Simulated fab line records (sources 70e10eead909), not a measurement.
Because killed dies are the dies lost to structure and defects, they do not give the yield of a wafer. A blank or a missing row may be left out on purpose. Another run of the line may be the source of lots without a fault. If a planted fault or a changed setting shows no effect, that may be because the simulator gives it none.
Chamber matching	flow nand harc	NHARC_A_CHANNEL_FILL_D1_CMP_10 on cmp-03: 4 sister chambers
The step polishes, target thk 150 nm. 18 wafers are shown with their chamber, then 9 later ones without.

## WAFERS PAIRED WITH THEIR CHAMBERS
wafer	chamber	time to endpoint s (s)	motor current A (A)
L075.1	3	13.1	13.7
L075.3	0	16.6	12.7
L075.5	0	16.9	12.8
L077.2	2	18.8	12.6
L077.4	3	11.8	13.9
L077.5	3	12.0	12.8
L077.1	0	13.7	12.9
L077.3	1	14.4	12.4
L077.6	0	16.3	12.4
L080.1	1	12.1	11.3
L080.5	3	11.7	13.2
L080.6	2	17.8	12.5
L084.1	1	12.2	11.7
L084.2	3	11.1	13.9
L084.5	3	11.9	13.9
L083.1	2	18.0	11.7
L083.4	3	11.0	13.9
L083.6	0	13.6	12.8

SIGNATURES (means of the wafers above)
reading	chamber 0	chamber 1	chamber 2	chamber 3	scatter within a chamber
time to endpoint s	15.420	12.900	18.200	11.800	1.12
motor current A	12.720	11.800	12.267	13.614	0.416
Rule: a wafer lies at a distance from a chamber equal to the root of the sum of squares, over the readings, of (its reading less the chamber's mean, divided by the reading's scatter). The wafer belongs to the nearest chamber; if the next one is less than 2 further off, it can't be placed. How the scatter is found: for the shown wafers, subtract from each reading the mean of its chamber, square and add these, divide the total by (wafers less chambers), then take the root.

## WAFERS WITH NO CHAMBER GIVEN
wafer	time to endpoint s (s)	motor current A (A)
L091.1	15.7	12.5
L091.4	15.0	12.6
L091.5	17.3	12.3
L092.1	14.5	13.4
L092.3	15.2	12.0
L092.5	16.7	12.3
L097.2	15.6	12.2
L097.4	11.4	13.7
L097.6	13.6	13.9

## CHAMBER TAKEN BY EACH
wafer	from the rows above	in truth
L091.1	can't be placed: 0 or 2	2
L091.4	0	0
L091.5	can't be placed: 2 or 0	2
L092.1	can't be placed: 0 or 3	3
L092.3	can't be placed: 0 or 1 or 2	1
L092.5	can't be placed: 2 or 0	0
L097.2	can't be placed: 0 or 2 or 1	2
L097.4	3	3
L097.6	can't be placed: 3 or 0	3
Placed correctly: 2 of 9. Not placeable from these rows: 7 (in 7, the candidates include the true chamber). Wrongly placed: 0.
